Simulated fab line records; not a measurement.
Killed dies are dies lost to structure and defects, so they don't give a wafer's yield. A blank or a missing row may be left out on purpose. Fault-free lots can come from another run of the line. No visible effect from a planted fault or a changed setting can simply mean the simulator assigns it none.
Which tool is to blame? :: flow nand harc :: 24 lots with 72 wafers sampled at 5 steps, on a route of 1302 steps

## WHAT THE GAUGES READ, wafer by wafer
NHARC_P_BONDPAD_CD_MEAS_09 targets a cd of 500 nm.
lot: L074
measured: day 6 16:56
on: cd sem-02
cd nm (nm): 503.3 502.3 505.0

lot: L075
measured: day 6 17:41
on: cd sem-03
cd nm (nm): 499.6 499.0 498.4

lot: L076
measured: day 7 05:56
on: cd sem-01
cd nm (nm): 499.8 499.8 501.4

lot: L077
measured: day 7 18:29
on: cd sem-03
cd nm (nm): 502.8 504.0 504.2

lot: L078
measured: day 8 04:26
on: cd sem-02
cd nm (nm): 505.5 504.9 500.3

lot: L079
measured: day 8 15:22
on: cd sem-01
cd nm (nm): 500.6 499.1 501.3

lot: L080
measured: day 9 03:07
on: cd sem-02
cd nm (nm): 501.4 502.0 500.1

lot: L081
measured: day 9 09:03
on: cd sem-02
cd nm (nm): 501.4 497.8 498.5

lot: L082
measured: day 10 01:08
on: cd sem-03
cd nm (nm): 499.6 502.8 501.2

lot: L083
measured: day 10 06:24
on: cd sem-02
cd nm (nm): 501.6 499.0 499.2

lot: L084
measured: day 10 23:01
on: cd sem-03
cd nm (nm): 499.1 500.7 500.8

lot: L085
measured: day 11 01:11
on: cd sem-01
cd nm (nm): 501.9 501.4 500.0

lot: L086
measured: day 11 12:16
on: cd sem-03
cd nm (nm): 500.2 500.1 503.5

lot: L087
measured: day 11 23:57
on: cd sem-02
cd nm (nm): 499.4 496.9 498.6

lot: L088
measured: day 12 17:56
on: cd sem-01
cd nm (nm): 501.3 505.1 504.3

lot: L089
measured: day 12 18:43
on: cd sem-03
cd nm (nm): 502.1 502.7 499.7

lot: L090
measured: day 13 11:51
on: cd sem-03
cd nm (nm): 504.5 500.8 499.3

lot: L091
measured: day 13 21:16
on: cd sem-03
cd nm (nm): 499.5 499.8 503.6

lot: L092
measured: day 13 21:26
on: cd sem-02
cd nm (nm): 503.7 502.4 502.5

lot: L093
measured: day 14 10:37
on: cd sem-03
cd nm (nm): 498.5 504.0 500.8

lot: L094
measured: day 14 23:31
on: cd sem-02
cd nm (nm): 500.4 500.3 499.8

lot: L095
measured: day 15 06:35
on: cd sem-02
cd nm (nm): 502.7 500.9 501.1

lot: L097
measured: day 16 11:47
on: cd sem-02
cd nm (nm): 503.2 500.2 503.8

lot: L096
measured: day 16 12:04
on: cd sem-01
cd nm (nm): 498.8 499.7 504.3

NHARC_A_ONON_D1_THK_MEAS_21: measures by ellipsometry.
lot: L074
measured: day 8 07:15
on: film metro-01
thk nm (nm): 987 985 983

lot: L075
measured: day 8 07:16
on: film metro-02
thk nm (nm): 989 988 987

lot: L076
measured: day 8 20:35
on: film metro-01
thk nm (nm): 985 984 986

lot: L077
measured: day 9 10:47
on: film metro-01
thk nm (nm): 991 995 993

lot: L078
measured: day 9 20:19
on: film metro-01
thk nm (nm): 1001 1000 1001

lot: L079
measured: day 10 04:37
on: film metro-01
thk nm (nm): 996 998 995

lot: L080
measured: day 10 17:34
on: film metro-01
thk nm (nm): 994 993 994

lot: L081
measured: day 10 23:47
on: film metro-01
thk nm (nm): 1009 1008 1010

lot: L082
measured: day 11 14:53
on: film metro-01
thk nm (nm): 1004 1002 1002

lot: L083
measured: day 11 19:44
on: film metro-02
thk nm (nm): 999 998 997

lot: L084
measured: day 12 11:58
on: film metro-01
thk nm (nm): 991 990 989

lot: L085
measured: day 12 11:59
on: film metro-02
thk nm (nm): 983 982 984

lot: L086
measured: day 13 03:05
on: film metro-02
thk nm (nm): 1007 1010 1007

lot: L087
measured: day 13 21:21
on: film metro-01
thk nm (nm): 1009 1008 1007

lot: L088
measured: day 14 11:14
on: film metro-02
thk nm (nm): 1002 1004 1003

lot: L089
measured: day 14 11:14
on: film metro-01
thk nm (nm): 997 998 996

lot: L090
measured: day 15 01:32
on: film metro-02
thk nm (nm): 1006 1007 1008

lot: L091
measured: day 15 11:02
on: film metro-02
thk nm (nm): 995 996 993

lot: L092
measured: day 15 11:01
on: film metro-01
thk nm (nm): 1012 1011 1013

lot: L093
measured: day 15 23:22
on: film metro-01
thk nm (nm): 978 977 976

lot: L094
measured: day 16 14:03
on: film metro-01
thk nm (nm): 982 983 983

lot: L095
measured: day 16 19:36
on: film metro-01
thk nm (nm): 1017 1015 1015

lot: L097
measured: day 18 00:28
on: film metro-02
thk nm (nm): 1006 1006 1004

lot: L096
measured: day 18 00:28
on: film metro-01
thk nm (nm): 998 997 999

NHARC_A_ONON_D1_INSPECT_32.
lot: L074
measured: day 8 09:29
on: defect inspect-01
raw defect count: 79 52 96

lot: L075
measured: day 8 09:30
on: defect inspect-02
raw defect count: 84 55 60

lot: L076
measured: day 8 22:49
on: defect inspect-01
raw defect count: 135 113 54

lot: L077
measured: day 9 13:02
on: defect inspect-02
raw defect count: 63 57 70

lot: L078
measured: day 9 22:33
on: defect inspect-01
raw defect count: 93 80 48

lot: L079
measured: day 10 06:53
on: defect inspect-01
raw defect count: 82 100 94

lot: L080
measured: day 10 19:50
on: defect inspect-02
raw defect count: 93 67 77

lot: L081
measured: day 11 02:02
on: defect inspect-02
raw defect count: 62 42 96

lot: L082
measured: day 11 17:08
on: defect inspect-02
raw defect count: 46 47 50

lot: L083
measured: day 11 22:00
on: defect inspect-02
raw defect count: 57 28 59

lot: L084
measured: day 12 14:13
on: defect inspect-01
raw defect count: 37 50 70

lot: L085
measured: day 12 14:29
on: defect inspect-01
raw defect count: 71 99 105

lot: L086
measured: day 13 05:20
on: defect inspect-01
raw defect count: 83 70 76

lot: L087
measured: day 13 23:36
on: defect inspect-02
raw defect count: 83 72 58

lot: L088
measured: day 14 13:29
on: defect inspect-01
raw defect count: 88 155 124

lot: L089
measured: day 14 13:29
on: defect inspect-02
raw defect count: 62 39 71

lot: L090
measured: day 15 03:47
on: defect inspect-02
raw defect count: 44 76 48

lot: L091
measured: day 15 13:16
on: defect inspect-02
raw defect count: 60 73 68

lot: L092
measured: day 15 13:25
on: defect inspect-01
raw defect count: 30 88 60

lot: L093
measured: day 16 01:36
on: defect inspect-02
raw defect count: 85 71 61

lot: L094
measured: day 16 16:18
on: defect inspect-02
raw defect count: 95 83 63

lot: L095
measured: day 16 21:55
on: defect inspect-02
raw defect count: 62 94 50

lot: L097
measured: day 18 02:41
on: defect inspect-02
raw defect count: 99 44 76

lot: L096
measured: day 18 02:42
on: defect inspect-01
raw defect count: 90 59 44

NHARC_A_CHANNEL_HOLE_D1_CD_MEAS_10 targets a cd of 100 nm.
lot: L074
measured: day 8 12:12
on: cd sem-01
cd nm (nm): 100.1 100.6 101.1

lot: L075
measured: day 8 12:22
on: cd sem-03
cd nm (nm): 100.3 100.9 100.3

lot: L076
measured: day 9 05:34
on: cd sem-03
cd nm (nm): 99.5 99.5 100.4

lot: L077
measured: day 9 16:08
on: cd sem-03
cd nm (nm): 100.3 99.6 99.5

lot: L078
measured: day 10 01:10
on: cd sem-02
cd nm (nm): 99.7 100.4 99.7

lot: L079
measured: day 10 10:43
on: cd sem-02
cd nm (nm): 100.0 101.0 99.7

lot: L080
measured: day 11 01:05
on: cd sem-03
cd nm (nm): 100.1 101.1 100.8

lot: L081
measured: day 11 07:11
on: cd sem-01
cd nm (nm): 100.3 100.6 100.6

lot: L082
measured: day 11 21:36
on: cd sem-02
cd nm (nm): 99.7 101.1 100.1

lot: L083
measured: day 12 00:38
on: cd sem-02
cd nm (nm): 99.6 99.1 99.5

lot: L084
measured: day 12 16:49
on: cd sem-01
cd nm (nm): 100.6 100.3 100.0

lot: L085
measured: day 12 18:08
on: cd sem-01
cd nm (nm): 99.8 100.4 100.0

lot: L086
measured: day 13 08:07
on: cd sem-03
cd nm (nm): 100.2 100.6 100.2

lot: L087
measured: day 14 03:20
on: cd sem-01
cd nm (nm): 99.9 99.8 100.1

lot: L088
measured: day 14 16:20
on: cd sem-01
cd nm (nm): 100.2 100.1 100.6

lot: L089
measured: day 14 16:11
on: cd sem-02
cd nm (nm): 100.2 100.6 99.6

lot: L090
measured: day 15 07:04
on: cd sem-03
cd nm (nm): 100.2 101.3 100.0

lot: L091
measured: day 15 15:55
on: cd sem-03
cd nm (nm): 99.8 100.0 100.3

lot: L092
measured: day 15 16:09
on: cd sem-01
cd nm (nm): 100.4 100.2 101.0

lot: L093
measured: day 16 08:13
on: cd sem-02
cd nm (nm): 100.8 100.1 100.9

lot: L094
measured: day 16 21:20
on: cd sem-02
cd nm (nm): 100.0 99.7 100.1

lot: L095
measured: day 17 05:46
on: cd sem-02
cd nm (nm): 99.7 99.5 100.2

lot: L097
measured: day 18 05:56
on: cd sem-02
cd nm (nm): 100.4 100.3 100.1

lot: L096
measured: day 18 06:07
on: cd sem-02
cd nm (nm): 99.5 100.2 100.0

## WHICH TOOL RAN EACH LOT (tool, then ch and the chambers of the sampled wafers, then the start)
lot: L074
NHARC_A_CHANNEL_HOLE_D1_DEP_01: pecvd-03 ch 0,2, day 8 11:29

lot: L075
NHARC_A_CHANNEL_HOLE_D1_DEP_01: pecvd-04 ch 1,2, day 8 11:32

lot: L076
NHARC_A_CHANNEL_HOLE_D1_DEP_01: pecvd-02 ch 1,2, day 9 04:54

lot: L077
NHARC_A_CHANNEL_HOLE_D1_DEP_01: pecvd-02 ch 1,2, day 9 15:34

lot: L078
NHARC_A_CHANNEL_HOLE_D1_DEP_01: pecvd-02 ch 1,2, day 10 00:36

lot: L079
NHARC_A_CHANNEL_HOLE_D1_DEP_01: pecvd-03 ch 0,1,2, day 10 09:59

lot: L080
NHARC_A_CHANNEL_HOLE_D1_DEP_01: pecvd-03 ch 0,1, day 11 00:23

lot: L081
NHARC_A_CHANNEL_HOLE_D1_DEP_01: pecvd-02 ch 0,1,2, day 11 06:28

lot: L082
NHARC_A_CHANNEL_HOLE_D1_DEP_01: pecvd-02 ch 0,1,2, day 11 21:02

lot: L083
NHARC_A_CHANNEL_HOLE_D1_DEP_01: pecvd-03 ch 0,1,2, day 12 00:02

lot: L084
NHARC_A_CHANNEL_HOLE_D1_DEP_01: pecvd-03 ch 0,1,2, day 12 16:16

lot: L085
NHARC_A_CHANNEL_HOLE_D1_DEP_01: pecvd-02 ch 0,1,2, day 12 17:29

lot: L086
NHARC_A_CHANNEL_HOLE_D1_DEP_01: pecvd-04 ch 0,1,2, day 13 07:25

lot: L087
NHARC_A_CHANNEL_HOLE_D1_DEP_01: pecvd-02 ch 0,1,2, day 14 02:38

lot: L088
NHARC_A_CHANNEL_HOLE_D1_DEP_01: pecvd-03 ch 0,1,2, day 14 15:31

lot: L089
NHARC_A_CHANNEL_HOLE_D1_DEP_01: pecvd-02 ch 1,2, day 14 15:28

lot: L090
NHARC_A_CHANNEL_HOLE_D1_DEP_01: pecvd-02 ch 0,2, day 15 06:23

lot: L091
NHARC_A_CHANNEL_HOLE_D1_DEP_01: pecvd-04 ch 0,2, day 15 15:18

lot: L092
NHARC_A_CHANNEL_HOLE_D1_DEP_01: pecvd-02 ch 1,2, day 15 15:26

lot: L093
NHARC_A_CHANNEL_HOLE_D1_DEP_01: pecvd-02 ch 0,2, day 16 07:29

lot: L094
NHARC_A_CHANNEL_HOLE_D1_DEP_01: pecvd-02 ch 0,1, day 16 20:44

lot: L095
NHARC_A_CHANNEL_HOLE_D1_DEP_01: pecvd-02 ch 0,2, day 17 05:02

lot: L097
NHARC_A_CHANNEL_HOLE_D1_DEP_01: pecvd-03 ch 1,2, day 18 05:14

lot: L096
NHARC_A_CHANNEL_HOLE_D1_DEP_01: pecvd-04 ch 0,1,2, day 18 05:25
- NHARC_A_CHANNEL_HOLE_D1_DEP_01: deposits SiON, target thk 140 nm.

## WHAT THE TOOLS THEMSELVES READ (means of the sampled wafers that have a number; where no wafer has one, the mark that the record gives instead)
NHARC_A_CHANNEL_HOLE_D1_DEP_01.
lot: L074
tool: pecvd-03
heater power w (W): 653

lot: L075
tool: pecvd-04
heater power w (W): 775

lot: L076
tool: pecvd-02
heater power w (W): 739

lot: L077
tool: pecvd-02
heater power w (W): 703

lot: L078
tool: pecvd-02
heater power w (W): 636

lot: L079
tool: pecvd-03
heater power w (W): 770

lot: L080
tool: pecvd-03
heater power w (W): 848

lot: L081
tool: pecvd-02
heater power w (W): 723

lot: L082
tool: pecvd-02
heater power w (W): 679

lot: L083
tool: pecvd-03
heater power w (W): 704

lot: L084
tool: pecvd-03
heater power w (W): 730

lot: L085
tool: pecvd-02
heater power w (W): 702

lot: L086
tool: pecvd-04
heater power w (W): 704

lot: L087
tool: pecvd-02
heater power w (W): 691

lot: L088
tool: pecvd-03
heater power w (W): 741

lot: L089
tool: pecvd-02
heater power w (W): 699

lot: L090
tool: pecvd-02
heater power w (W): 743

lot: L091
tool: pecvd-04
heater power w (W): 640

lot: L092
tool: pecvd-02
heater power w (W): 695

lot: L093
tool: pecvd-02
heater power w (W): 714

lot: L094
tool: pecvd-02
heater power w (W): 725

lot: L095
tool: pecvd-02
heater power w (W): 670

lot: L097
tool: pecvd-03
heater power w (W): 751

lot: L096
tool: pecvd-04
heater power w (W): 742

## THE ANSWER, worked out from the rows above alone
Rule: what is usual is taken from the lots themselves. Put in order of their means at a reading, lots are off if they are a third of the lots or fewer, leave a main group of 4 or more, and stand apart from it by a gap of 3 or more times the standard deviation of the main group's means; of several such gaps the widest counts. The tables above print the reading to a certain number of digits; a main group whose means all agree to those digits is not used. A lot without any number at a reading at which 4 lots or more have one is off too. The other lots that the step has rows for count as sound. First the gauges in route order, then the tools' own readings, where a lot's mean is used as printed above. At the first step where some lot is off, the reading lying furthest off is the one used; lots without a number count as furthest.
None of the lots is off at any reading shown; this tells nothing.

## WHAT THE SIMULATOR HAD PUT IN
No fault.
